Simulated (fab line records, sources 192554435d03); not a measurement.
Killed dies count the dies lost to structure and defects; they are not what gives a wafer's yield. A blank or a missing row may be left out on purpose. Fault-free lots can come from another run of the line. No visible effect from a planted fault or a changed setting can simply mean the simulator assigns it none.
Split-lot trial | flow n5-finfet | 21 wafers read from 7 lots, route of 1938 steps

THE SPLIT
At N5_FIN_CUT_COAT_29 (time 60 s, resist thk 10 nm), the setting spin-rpm was moved away from the recipe's 1500 rpm on 8 of the 21 wafers read, by -9.6% to +5.1%. For the rest of the wafers, this setting stayed at what the recipe calls for.

FROM THE SPLIT TO THE READING: what the file shows between them, 4 steps
- N5_FIN_CUT_COAT_02: resist thk 30 nm
- N5_FIN_CUT_EBR_04
- N5_FIN_CUT_DESCUM_13: chemistry O2, time 7 s
- N5_FIN_CUT_ETCH_30: etches underlayer in N2/H2, target depth 13 nm, time 10.4 s

THE READING
underlayer_of_FIN_CUT_COAT_29.thk-nm (the simulator's own value, which no gauge read), in nm, at N5_FIN_CUT_ETCH_20 (etches SiARC in CF4, target depth 26 nm, time 43.3 s). The file gives no usual value for it.

wafer  | tool, chamber at the split | spin-rpm as run, rpm | against the recipe | underlayer_of_FIN_CUT_COAT_29.thk-nm, nm | against lot-mates on the recipe
L074.1 | litho-track-02, 0          | 1500                 | recipe             | 9.2                                      | -
L074.3 | litho-track-02, 0          | 1500                 | recipe             | 9.2                                      | -
L074.4 | litho-track-02, 0          | 1364                 | -9.1%              | 9.8                                      | +0.6
L077.1 | litho-track-03, 0          | 1500                 | recipe             | 9.2                                      | -
L077.4 | litho-track-03, 0          | 1500                 | recipe             | 9.2                                      | -
L077.2 | litho-track-03, 0          | 1361                 | -9.3%              | 9.8                                      | +0.6
L080.3 | litho-track-03, 0          | 1500                 | recipe             | 9.2                                      | -
L080.5 | litho-track-03, 0          | 1500                 | recipe             | 9.2                                      | -
L080.4 | litho-track-03, 0          | 1356                 | -9.6%              | 9.8                                      | +0.6
L085.2 | litho-track-03, 0          | 1500                 | recipe             | 9.2                                      | -
L085.3 | litho-track-03, 0          | 1500                 | recipe             | 9.2                                      | -
L085.4 | litho-track-03, 0          | 1500                 | recipe             | 9.2                                      | -
L092.1 | litho-track-03, 0          | 1576                 | +5.1%              | 9                                        | -0.2
L092.2 | litho-track-03, 0          | 1500                 | recipe             | 9.2                                      | -
L092.4 | litho-track-03, 0          | 1500                 | recipe             | 9.2                                      | -
L093.1 | litho-track-02, 0          | 1371                 | -8.6%              | 9.8                                      | +0.6
L093.4 | litho-track-02, 0          | 1371                 | -8.6%              | 9.8                                      | +0.6
L093.3 | litho-track-02, 0          | 1500                 | recipe             | 9.2                                      | -
L095.1 | litho-track-03, 0          | 1437                 | -4.2%              | 9.4                                      | +0.2
L095.5 | litho-track-03, 0          | 1437                 | -4.2%              | 9.4                                      | +0.2
L095.2 | litho-track-03, 0          | 1500                 | recipe             | 9.2                                      | -

THE FIT
A straight line over all 21 wafers: underlayer_of_FIN_CUT_COAT_29.thk-nm changes by -0.0627 nm for each +1% of spin-rpm; r = -0.99; the points scatter about the line by 0.039 nm.
The same after taking each lot's own level away (the mean of its wafers on the recipe; 21 wafers): -0.0627 nm for each +1%; r = -0.99; scatter 0.039 nm.
On that fit, the largest move of spin-rpm shifts the reading by 0.6 nm.
The lots' own levels span 9.20 to 9.20 nm.
The two slopes agree, so the slope changes little with the lot-to-lot level.
Check: with one of the wafers moved furthest among these (-9.6%) left out of the fit, the line predicts +0.612 nm for it against its lot-mates. Against them it came out at +0.6 nm.

FURTHER SPLITS ON THESE WAFERS
These wafers also went through other splits before the reading. Each is held against what the fit with the lots' levels taken away leaves over:
other split on the same wafers                    | wafers away from the commonest value | r with underlayer_of_FIN_CUT_COAT_29.thk-nm (lot level and that fit taken away)
N5_WELL_APT_COAT_02 spin-rpm                      | 5                                    | -0.08
N5_PMOS_HMC_CHANNEL_EPI_EXPOSE_06 dose-mj         | 6                                    | -0.08
N5_PMOS_HMC_CHANNEL_EPI_DEVELOP_08 develop-time-s | 8                                    | -0.13

THE WHOLE CHAIN: every reading that the file lists as answering this split, in the file's order
step               | what it does                                                | reading                                                                               | change (the file's fit)                | r (the file's)
N5_FIN_CUT_COAT_29 | time 60 s, resist thk 10 nm                                 | underlayer_of_FIN_CUT_COAT_29.thk-nm (the simulator's own value, which no gauge read) | -0.0536 nm for each +1% of the setting | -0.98
N5_FIN_CUT_ETCH_30 | etches underlayer in N2/H2, target depth 13 nm, time 10.4 s | etch.depth-nm (the simulator's own value, which no gauge read)                        | -0.0541 nm for each +1% of the setting | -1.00
N5_FIN_CUT_ETCH_30 | etches underlayer in N2/H2, target depth 13 nm, time 10.4 s | CAR-EUV_of_FIN_CUT_COAT_02.thk-nm (the simulator's own value, which no gauge read)    | +0.0703 nm for each +1% of the setting | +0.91
N5_FIN_CUT_ETCH_20 | etches SiARC in CF4, target depth 26 nm, time 43.3 s        | underlayer_of_FIN_CUT_COAT_29.thk-nm (the simulator's own value, which no gauge read) | -0.063 nm for each +1% of the setting  | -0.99

THE FILE'S OWN FIT
underlayer_of_FIN_CUT_COAT_29.thk-nm changes by -0.063 nm for each +1% of spin-rpm, r = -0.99.
